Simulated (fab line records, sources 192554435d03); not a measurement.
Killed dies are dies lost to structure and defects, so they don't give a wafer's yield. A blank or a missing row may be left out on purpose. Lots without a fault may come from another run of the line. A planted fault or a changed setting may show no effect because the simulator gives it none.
Chamber matching | flow n5_finfet | N5_BEOL_M0_SAQP_DESCUM_19 on rie_diel-03: 4 sister chambers
The step chemistry O2, time 7.9 s. 4 wafers are shown with their chamber, then 7 later ones without.

WAFERS WITH THEIR CHAMBER
wafer  | chamber | throttle_valve_pct (%)
L087.5 | 0       | 20.09
L087.6 | 3       | 20.43
L090.1 | 1       | 20.58
L090.4 | 2       | 20.67

WAFERS WITHOUT THEIR CHAMBER
wafer  | throttle_valve_pct (%)
L090.6 | 20.44
L095.1 | 20.43
L095.3 | 20.10
L095.6 | 20.44
L097.1 | 20.44
L097.4 | 20.60
L097.6 | 20.69

WHICH CHAMBER EACH WENT THROUGH
wafer  | from the rows above | in truth
L090.6 | 3                   | 3
L095.1 | 3                   | 3
L095.3 | 0                   | 0
L095.6 | 3                   | 3
L097.1 | 3                   | 3
L097.4 | 1                   | 1
L097.6 | 2                   | 2
Placed correctly: 7 of 7. Can't be placed from these rows: 0. Placed wrongly: 0.
How it was worked out, from the rows above alone: a wafer's distance from a chamber is the root of the sum, over the readings, of the square of ((its reading less the chamber's mean) divided by the reading's scatter). The wafer belongs to the nearest chamber; if the next one is less than 2 further off, it can't be placed. A chamber's mean is the mean of its shown wafers. The scatter: with one shown wafer a chamber, the root of the mean of the squares of how far each hidden wafer lies from its nearest shown one.
